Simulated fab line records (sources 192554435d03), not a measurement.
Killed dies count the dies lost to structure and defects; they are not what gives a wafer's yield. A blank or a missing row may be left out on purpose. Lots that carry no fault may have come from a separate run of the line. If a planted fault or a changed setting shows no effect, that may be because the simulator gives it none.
Matching of chambers / flow n5-finfet / N5_BEOL_M6_DESCUM_33 on rie-diel-04: 4 sister chambers
The step chemistry O2, time 7 s. 4 wafers are shown with their chamber, then 9 later ones without.

## WAFERS PAIRED WITH THEIR CHAMBERS
wafer=L087.6; chamber=2; throttle-valve-pct (%)=20.0
wafer=L093.2; chamber=1; throttle-valve-pct (%)=20.2
wafer=L093.3; chamber=0; throttle-valve-pct (%)=20.8
wafer=L093.4; chamber=3; throttle-valve-pct (%)=20.4

## WAFERS WHOSE CHAMBER IS MISSING
wafer=L094.2; throttle-valve-pct (%)=20.2
wafer=L094.4; throttle-valve-pct (%)=20.1
wafer=L094.5; throttle-valve-pct (%)=20.3
wafer=L095.2; throttle-valve-pct (%)=20.3
wafer=L095.5; throttle-valve-pct (%)=20.2
wafer=L095.6; throttle-valve-pct (%)=20.8
wafer=L096.2; throttle-valve-pct (%)=20.4
wafer=L096.3; throttle-valve-pct (%)=20.8
wafer=L096.5; throttle-valve-pct (%)=20.2

## EACH ONE'S CHAMBER
wafer=L094.2; from the rows above=1; in truth=1
wafer=L094.4; from the rows above=can't be placed: 1 or 2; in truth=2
wafer=L094.5; from the rows above=can't be placed: 3 or 1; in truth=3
wafer=L095.2; from the rows above=can't be placed: 3 or 1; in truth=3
wafer=L095.5; from the rows above=1; in truth=1
wafer=L095.6; from the rows above=0; in truth=0
wafer=L096.2; from the rows above=3; in truth=3
wafer=L096.3; from the rows above=0; in truth=0
wafer=L096.5; from the rows above=1; in truth=1
Correct placement for 6 of the 9. Not placeable from these rows: 3 (in 3, the candidates include the true chamber). Number placed wrongly: 0.
How it was worked out, from the rows above alone: a wafer's distance from a chamber is the root of the sum, over the readings, of the square of ((its reading less the chamber's mean) divided by the reading's scatter). The wafer belongs to the nearest chamber; if the next one is less than 2 further off, it can't be placed. Each chamber's mean is taken over the wafers shown for it. The scatter: root of mean squared gap, hidden wafer to nearest shown wafer, with one shown wafer a chamber.
